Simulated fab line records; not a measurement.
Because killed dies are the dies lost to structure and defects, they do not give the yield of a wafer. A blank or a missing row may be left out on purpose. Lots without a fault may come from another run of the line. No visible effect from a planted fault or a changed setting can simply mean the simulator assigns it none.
fab line records    flow n5_finfet    part 2 of 2: steps 26 to 30 of 30
record: lots: 5  wafers: 15  last_day: 18
route steps=1938 shown GATE_CUT@501 MOL_CONTACT_COAG@517
lots that met no fault: from a run of the same line without faults
start_h: hours from the record's opening day to when the first of the lot's shown wafers began    wait_h: hours elapsed since this lot's preceding step    " repeats the value in the row above    L1.1+2: a single row standing in for several wafers    - no value present, or no start provided    * or withheld: withheld    < > ~ a bound
route shown NAME@n: a module of which the file shows steps, and the number in the route of the first    usual: average and standard deviation across the fault-free wafers    same: alike in all rows    chamber/n: place in a boat    sites: the reading at each site    _std_site: how widely they spread, as a standard deviation    _edge_site: the outer-site mean with the inner-site mean subtracted    radius_mm: for every site, how far away it sits from the centre of the wafer    mask NAME#n: copy n    behind: tool/chamber where the wafer was last shaped    hold: cause of the lot's hold/its duration in hours/its outcome    device: names the non-switching transistor (n, p or np)    end of line: the tests these same wafers got at the end of their route    a step with no rows: only its recipe    killed: count of dies lost to structure and defects at first sort (not the wafer's yield)    map: the dies of a wafer, with x for killed, . for not killed, _ for no die there
set.NAME: the setting as run; set.NAME@STEP: as run at that earlier step    model.NAME: the simulator's own value behind a step, which no gauge read
certain route steps with their lots: each step a table, each wafer a row
services: a tool's chamber out of use, with start hour (start_h, from the record's first day; less than 0 if before it), hours out, and reason
== steps ==
step: N5_MOL_CONTACT_COAG_OVL_MEAS_09
recipe: points_per_wafer: 522
usual: CA_OVL: 0.1/0.63
lot.wafer  tool        chamber  start_h  wait_h  CA_OVL[nm]
L080.2     overlay-02  0        125.34   0.0     0.1
L080.4     "           0        "        "       0.1
L080.5     "           0        "        "       -0.1
L085.1     overlay-02  0        157.00   0.0     0.3
L085.2     "           0        "        "       -1.2
L085.3     "           0        "        "       0.6
L086.1     overlay-02  0        166.71   0.0     -0.4
L086.3     "           0        "        "       0.8
L086.4     "           0        "        "       0.7
L088.1     overlay-02  0        176.09   0.0     0.2
L088.5     "           0        "        "       0.9
L088.6     "           0        "        "       0.4
L092.2     overlay-02  0        195.30   0.0     0.0
L092.4     "           0        "        "       0.7
L092.6     "           0        "        "       -0.8
step: N5_MOL_CONTACT_COAG_INSPECT_10
recipe: mode: adi  inspect_instrument: brightfield
usual: raw_defect_count: 73/33
lot.wafer  tool               chamber  start_h  wait_h  raw_defect_count
L080.2     defect_inspect-01  -        125.39   0.0     92
L080.4     "                  -        "        "       154
L080.5     "                  -        "        "       127
L085.1     defect_inspect-02  -        157.07   0.1     38
L085.2     "                  -        "        "       38
L085.3     "                  -        "        "       39
L086.1     defect_inspect-01  -        166.77   0.1     46
L086.3     "                  -        "        "       80
L086.4     "                  -        "        "       97
L088.1     defect_inspect-02  -        176.15   0.1     64
L088.5     "                  -        "        "       40
L088.6     "                  -        "        "       166
L092.2     defect_inspect-01  -        195.35   0.0     107
L092.4     "                  -        "        "       107
L092.6     "                  -        "        "       36
step: N5_MOL_CONTACT_COAG_DESCUM_13
recipe: chemistry: O2  time_s: 7  source_power_w: 50  bias_power_w: 20  pressure_mtorr: 20  rf_frequency_hz: 2.712e+07  temp_c: 40  resist: CAR-EUV  o2_flow_sccm: 225
usual: drypump_motor_current_A: 5.7/0.43  oes_product_au: 0.74/0.048  rf_fwd_power_W: 49.46/0.19  rf_vpp_V: 243.2/1.5  showerhead_plenum_p_Torr: 2.09/0.087  throttle_valve_pct: 20.51/0.25
lot.wafer  tool         chamber  start_h  wait_h  drypump_motor_current_A  oes_product_au  rf_fwd_power_W  rf_hours_counter_h  rf_vpp_V  showerhead_plenum_p_Torr  throttle_valve_pct
L080.2     rie_diel-02  1        125.97   0.6     5.8                      0.74            49.45           184                 242.6     2.17                      20.61
L080.4     "            2        "        "       6.4                      0.84            48.99           51                  244.8     2.24                      20.43
L080.5     "            0        "        "       5.8                      0.71            49.57           -                   240.7     1.99                      20.40
L085.1     rie_diel-04  2        157.26   0.2     6.0                      0.74            49.18           181                 240.9     1.99                      20.29
L085.2     "            3        "        "       5.7                      0.71            49.60           204                 243.6     2.17                      20.78
L085.3     "            0        "        "       5.6                      0.81            49.31           75                  242.6     2.03                      20.09
L086.1     rie_diel-02  2        166.86   0.1     6.4                      0.84            49.43           62                  245.7     2.23                      20.46
L086.3     "            3        "        "       4.9                      0.73            49.63           210                 243.0     2.05                      20.32
L086.4     "            0        "        "       5.8                      0.70            49.45           238                 241.9     1.98                      20.42
L088.1     rie_diel-04  0        176.18   0.0     5.6                      0.80            49.22           82                  241.2     2.03                      20.10
L088.5     "            2        "        "       6.1                      0.74            49.45           -                   242.7     1.99                      20.29
L088.6     "            3        "        "       5.7                      0.70            49.56           -                   244.4     2.17                      20.78
L092.2     rie_diel-05  3        195.39   0.0     6.1                      0.75            49.12           169                 242.7     2.07                      20.46
L092.4     "            2        "        "       5.5                      0.73            49.27           205                 244.8     2.19                      20.44
L092.6     "            2        "        "       5.5                      0.73            49.34           -                   243.7     2.19                      20.48
step: N5_MOL_CONTACT_COAG_ETCH_59
recipe: chemistry: N2/H2  target: underlayer  target_depth_a: 130  mask_material: CAR-EUV  time_s: 10.4  ion_energy_ev: 200  pressure_mtorr: 30  source_w: 840  bias_w: 150  n2_flow_sccm: 200  h2_flow_sccm: 200  ends: cleared
usual: drypump_motor_current_A: 5.7/0.43  etch_rf_on_time_s: 10.6/0.33  oes_product_au: 0.63/0.045  rf_fwd_power_W: 819.3/2.2  rf_vpp_V: 523.8/2.7  showerhead_plenum_p_Torr: 2.54/0.1  throttle_valve_pct: 17.95/0.26
lot.wafer  tool         chamber  start_h  wait_h  drypump_motor_current_A  etch_rf_on_time_s  oes_product_au  rf_fwd_power_W  rf_hours_counter_h  rf_vpp_V  showerhead_plenum_p_Torr  throttle_valve_pct
L080.2     rie_diel-02  1        126.00   0.0     5.8                      10.9               0.61            820.9           184                 524.9     2.65                      18.08
L080.4     "            2        "        "       6.4                      10.2               0.74            819.9           51                  527.7     2.70                      17.77
L080.5     "            0        "        "       5.8                      10.8               0.60            817.6           -                   520.4     2.39                      17.78
L085.1     rie_diel-04  2        157.30   0.0     6.1                      10.4               0.64            823.3           181                 519.7     2.44                      17.89
L085.2     "            3        "        "       5.7                      10.5               0.60            819.6           204                 526.1     2.64                      18.30
L085.3     "            0        "        "       5.6                      10.6               0.68            820.6           75                  521.6     2.45                      17.34
L086.1     rie_diel-02  2        166.90   0.0     6.4                      10.0               0.74            816.1           62                  528.0     2.70                      17.79
L086.3     "            3        "        "       4.9                      10.0               0.63            823.5           210                 521.7     2.53                      17.99
L086.4     "            0        "        "       5.8                      10.7               0.59            819.7           238                 521.0     2.39                      17.80
L088.1     rie_diel-04  0        176.22   0.0     5.6                      10.6               0.68            816.9           82                  522.9     2.45                      17.35
L088.5     "            2        "        "       6.1                      10.5               0.62            821.1           -                   521.2     2.44                      17.92
L088.6     "            3        "        "       5.7                      10.7               0.59            818.1           -                   526.3     2.64                      18.29
L092.2     rie_diel-05  3        195.42   0.0     6.1                      10.5               0.64            820.8           169                 520.8     2.52                      17.89
L092.4     "            2        "        "       5.5                      10.5               0.62            816.0           205                 525.1     2.64                      17.89
L092.6     "            2        "        "       5.5                      10.5               0.62            821.8           -                   526.2     2.64                      17.87
step: N5_MOL_CONTACT_COAG_ETCH_105
recipe: chemistry: CF4  target: SiARC  target_depth_a: 156  mask_material: CAR-EUV  time_s: 26  ion_energy_ev: 80  pressure_mtorr: 40  source_w: 545  bias_w: 36  Ar_flow_sccm: 100  cf4_flow_sccm: 100  ends: cleared
usual: drypump_motor_current_A: 5.7/0.43  etch_rf_on_time_s: 26.4/0.84  oes_product_au: 0.63/0.044  rf_fwd_power_W: 533.0/2.3  rf_vpp_V: 183.9/1.2  showerhead_plenum_p_Torr: 2.14/0.077  throttle_valve_pct: 15.70/0.24
lot.wafer  tool         chamber  start_h  wait_h  drypump_motor_current_A  etch_rf_on_time_s  oes_product_au  rf_fwd_power_W  rf_hours_counter_h  rf_vpp_V  showerhead_plenum_p_Torr  throttle_valve_pct
L080.2     rie_diel-02  1        126.02   0.0     5.8                      26.8               0.62            532.2           184                 185.6     2.21                      15.76
L080.4     "            2        "        "       6.3                      25.2               0.74            533.9           51                  184.7     2.27                      15.50
L080.5     "            0        "        "       5.8                      26.8               0.60            533.7           -                   183.2     2.03                      15.60
L085.1     rie_diel-04  2        157.32   0.0     6.1                      25.6               0.64            531.3           181                 183.9     2.04                      15.48
L085.2     "            3        "        "       5.7                      26.1               0.61            533.1           204                 185.8     2.21                      16.02
L085.3     "            0        "        "       5.6                      26.3               0.68            530.6           75                  181.9     2.09                      15.30
L086.1     rie_diel-02  2        166.92   0.0     6.4                      25.1               0.73            529.0           62                  185.0     2.26                      15.52
L086.3     "            3        "        "       4.9                      25.0               0.62            535.3           210                 184.4     2.12                      15.69
L086.4     "            0        "        "       5.8                      27.0               0.59            536.2           238                 181.8     2.03                      15.61
L088.1     rie_diel-04  0        176.24   0.0     5.6                      26.7               0.67            529.0           82                  183.1     2.09                      15.33
L088.5     "            2        "        "       6.0                      25.8               0.64            532.8           -                   183.3     2.04                      15.48
L088.6     "            3        "        "       5.7                      26.5               0.59            534.8           -                   185.7     2.20                      16.03
L092.2     rie_diel-05  3        195.44   0.0     6.1                      25.8               0.64            535.0           169                 183.7     2.14                      15.74
L092.4     "            2        "        "       5.5                      25.9               0.62            532.2           205                 184.8     2.20                      15.50
L092.6     "            2        "        "       5.5                      26.0               0.63            533.8           -                   184.1     2.20                      15.51
== services ==
tool             chamber  start_h  hours  kind
cmp-02           -        102.04   0.2    repair
cmp-02           -        105.39   0.4    repair
euv_scanner-02   -        108.63   1.0    pm
euv_scanner-01   -        109.81   4.6    pm
ald_sin-01       -        112.30   2.8    pm
cmp-04           -        112.66   1.5    repair
euv_scanner-01   -        115.36   0.7    repair
rie_diel-05      -        117.75   0.6    repair
euv_scanner-01   -        122.95   0.6    repair
cmp-03           -        123.06   10.0   repair
euv_scanner-01   -        124.22   3.0    repair
rie_diel-05      -        126.84   0.3    repair
euv_scanner-01   -        131.67   1.0    pm
ald_sin-04       2        141.60   3.9    repair
rie_diel-04      0        146.11   2.5    repair
euv_scanner-02   -        164.78   1.0    pm
plasma_asher-01  -        167.85   2.8    pm
cmp-04           -        172.74   4.0    pm
euv_scanner-02   -        176.37   1.6    repair
euv_scanner-02   -        185.36   4.6    pm
rie_metal-01     -        188.71   2.8    pm
cmp-04           -        189.57   3.7    pm
euv_scanner-01   -        189.96   1.0    pm
cmp-02           -        194.05   4.0    pm
